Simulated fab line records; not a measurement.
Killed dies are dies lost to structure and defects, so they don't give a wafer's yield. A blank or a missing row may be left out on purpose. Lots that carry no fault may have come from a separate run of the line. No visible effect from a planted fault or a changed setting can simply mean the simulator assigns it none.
Which of the tools did it? | flow nand harc | 36 wafers from 12 lots sampled at 4 of the route's 1159 steps

## WHAT THE GAUGES READ, wafer by wafer
NHARC_P_GATE_CD_MEAS_91: the cd target is 2000 nm.
lot  | measured     | on        | cd nm (nm)
L430 | day 5 14:55  | cd sem-03 | 2001.3 2000.8 2002.7
L431 | day 5 22:25  | cd sem-03 | 1999.4 2000.5 1999.8
L432 | day 6 01:30  | cd sem-01 | 1997.9 1998.4 2002.3
L436 | day 7 02:57  | cd sem-03 | 2000.4 1997.3 2000.8
L435 | day 7 03:52  | cd sem-03 | 2002.0 2001.1 2000.2
L437 | day 7 18:32  | cd sem-01 | 1999.1 2001.9 2000.6
L439 | day 7 19:59  | cd sem-02 | 1998.0 1997.2 2000.8
L440 | day 8 13:11  | cd sem-03 | 1933.9 1932.6 1936.1
L449 | day 10 11:14 | cd sem-03 | 2001.7 2001.2 2006.2
L450 | day 10 11:41 | cd sem-02 | 2003.7 2003.3 2001.7
L451 | day 10 16:44 | cd sem-01 | 2001.7 1998.4 1998.8
L452 | day 11 04:00 | cd sem-01 | 1994.8 1998.8 2001.3

## TOOL THAT RAN EACH LOT (tool first, then ch and the chambers of the sampled wafers, then the start)
lot  | NHARC_P_GATE_HM_DEP_102       | NHARC_P_GATE_HM_OPEN_105                      | NHARC_P_GATE_EXPOSE_88
L430 | acl dep-01 ch 0, day 4 21:43  | rie diel-05 ch 0,1,2, day 5 14:46 or earlier  | krf scanner-04 ch 0, day 5 14:46
L431 | acl dep-03 ch 0, day 5 05:29  | rie diel-08 ch 2,3, day 5 22:16 or earlier    | krf scanner-04 ch 0, day 5 22:16
L432 | acl dep-02 ch 0, day 5 08:43  | rie diel-02 ch 0,2,3, day 6 01:20 or earlier  | krf scanner-04 ch 0, day 6 01:20
L436 | acl dep-03 ch 0, day 6 10:06  | rie diel-02 ch 0,2, day 7 02:48 or earlier    | krf scanner-03 ch 0, day 7 02:48
L435 | acl dep-02 ch 0, day 6 10:35  | rie diel-05 ch 0,3, day 7 03:43 or earlier    | krf scanner-04 ch 0, day 7 03:43
L437 | acl dep-02 ch 0, day 6 20:34  | rie diel-02 ch 1,2, day 7 18:22 or earlier    | krf scanner-04 ch 0, day 7 18:22
L439 | acl dep-02 ch 0, day 7 03:00  | rie diel-05 ch 0,1, day 7 19:50 or earlier    | krf scanner-04 ch 0, day 7 19:50
L440 | acl dep-03 ch 0, day 7 19:43  | rie diel-08 ch 1,2,3, day 8 13:02 or earlier  | krf scanner-04 ch 0, day 8 13:02
L449 | acl dep-02 ch 0, day 9 18:35  | rie diel-02 ch 0,1,2, day 10 11:05 or earlier | krf scanner-01 ch 0, day 10 11:05
L450 | acl dep-01 ch 0, day 9 18:41  | rie diel-05 ch 0,2,3, day 10 11:32 or earlier | krf scanner-03 ch 0, day 10 11:32
L451 | acl dep-02 ch 0, day 9 23:56  | rie diel-05 ch 0,1,2, day 10 16:35 or earlier | krf scanner-01 ch 0, day 10 16:35
L452 | acl dep-02 ch 0, day 10 11:34 | rie diel-02 ch 0,1, day 11 03:51 or earlier   | krf scanner-04 ch 0, day 11 03:51
- NHARC_P_GATE_HM_DEP_102: deposits aC, target thk 120 nm.
- NHARC_P_GATE_HM_OPEN_105: chemistry O2/COS, target depth 360 nm.
- NHARC_P_GATE_EXPOSE_88: exposes mask P HVN, target cd 2000 nm.

## WHAT THE TOOLS THEMSELVES READ (means of the sampled wafers that have a number; where no wafer has one, the mark that the record gives instead)
NHARC_P_GATE_HM_DEP_102.
lot  | tool       | throttle valve pct (%)
L430 | acl dep-01 | 34.999
L431 | acl dep-03 | 34.999
L432 | acl dep-02 | 35.008
L436 | acl dep-03 | 35.004
L435 | acl dep-02 | 35.004
L437 | acl dep-02 | 34.996
L439 | acl dep-02 | 35.002
L440 | acl dep-03 | 35.001
L449 | acl dep-02 | 35.002
L450 | acl dep-01 | 34.991
L451 | acl dep-02 | 34.997
L452 | acl dep-02 | 35.009

NHARC_P_GATE_HM_OPEN_105.
lot  | tool        | drypump motor current A (A) | mfc ar sccm (sccm) | o2 flow sccm (sccm) | oes product au (a.u.) | rf vpp V (V) | showerhead plenum p Torr (Torr) | throttle valve pct (%)
L430 | rie diel-05 | 6.0                         | 0.010              | 400.2               | 1.005                 | 466.4        | 3.10                            | 28.341
L431 | rie diel-08 | 5.5                         | 0.011              | 400.6               | 0.998                 | 469.9        | 3.24                            | 28.324
L432 | rie diel-02 | 5.7                         | 0.026              | 401.0               | 1.017                 | 467.3        | 3.12                            | 28.330
L436 | rie diel-02 | 5.6                         | 0.041              | 399.5               | 1.003                 | 466.2        | 3.07                            | 28.327
L435 | rie diel-05 | 5.8                         | 0.003              | 401.2               | 0.998                 | 468.9        | 3.19                            | 28.325
L437 | rie diel-02 | 6.0                         | 0.019              | 399.7               | 1.001                 | 468.1        | 3.17                            | 28.327
L439 | rie diel-05 | 5.9                         | 0.008              | 399.7               | 0.999                 | 466.7        | 3.10                            | 28.332
L440 | rie diel-08 | 5.4                         | 0.017              | 399.8               | 1.000                 | 468.3        | 3.17                            | 28.341
L449 | rie diel-02 | 5.7                         | 0.028              | 399.8               | 1.005                 | 467.4        | 3.13                            | 28.328
L450 | rie diel-05 | 5.9                         | 0.008              | 399.3               | 1.001                 | 467.2        | 3.14                            | 28.329
L451 | rie diel-05 | 5.9                         | 0.010              | 398.3               | 1.006                 | 466.6        | 3.09                            | 28.335
L452 | rie diel-02 | 5.7                         | 0.015              | 399.4               | 1.001                 | 470.6        | 3.21                            | 28.334

## THE ANSWER, worked out from the rows above alone
Rule: the lots themselves supply what counts as usual. Put in order of their means at a reading, lots are off if they are a third of the lots or fewer, leave a main group of 4 or more, and stand apart from it by a gap of 3 or more times the standard deviation of the main group's means; of several such gaps the widest counts. If all means in a main group match to the digits the tables above print for the reading, that group is not used. Also off: a lot with no number at a reading for which 4 or more lots have one. The other lots that the step has rows for count as sound. First the gauges in route order, then the tools' own readings, where a lot's mean is used as printed above. At the first step where some lot is off, the reading lying furthest off is the one used; lots without a number count as furthest.
Off, at NHARC_P_GATE_CD_MEAS_91 on cd nm: L440. The main group has a mean of 2000.4 nm with a standard deviation of 1.5.
If a tool, at a process step before that reading, ran all the lots that are off and no sound lot after the first of them, it fits. The gauges at NHARC_P_GATE_CD_MEAS_91 are tried like those tools. Because NHARC_P_GATE_HM_OPEN_105 lacks a start for some lots, the hours and order of its lots are taken from NHARC_P_GATE_EXPOSE_88. 2 tools fit, acl dep-03 at NHARC_P_GATE_HM_DEP_102 and rie diel-08 at NHARC_P_GATE_HM_OPEN_105, so this cannot tell which one it is.

## WHAT HAD BEEN PUT IN BY THE SIMULATOR
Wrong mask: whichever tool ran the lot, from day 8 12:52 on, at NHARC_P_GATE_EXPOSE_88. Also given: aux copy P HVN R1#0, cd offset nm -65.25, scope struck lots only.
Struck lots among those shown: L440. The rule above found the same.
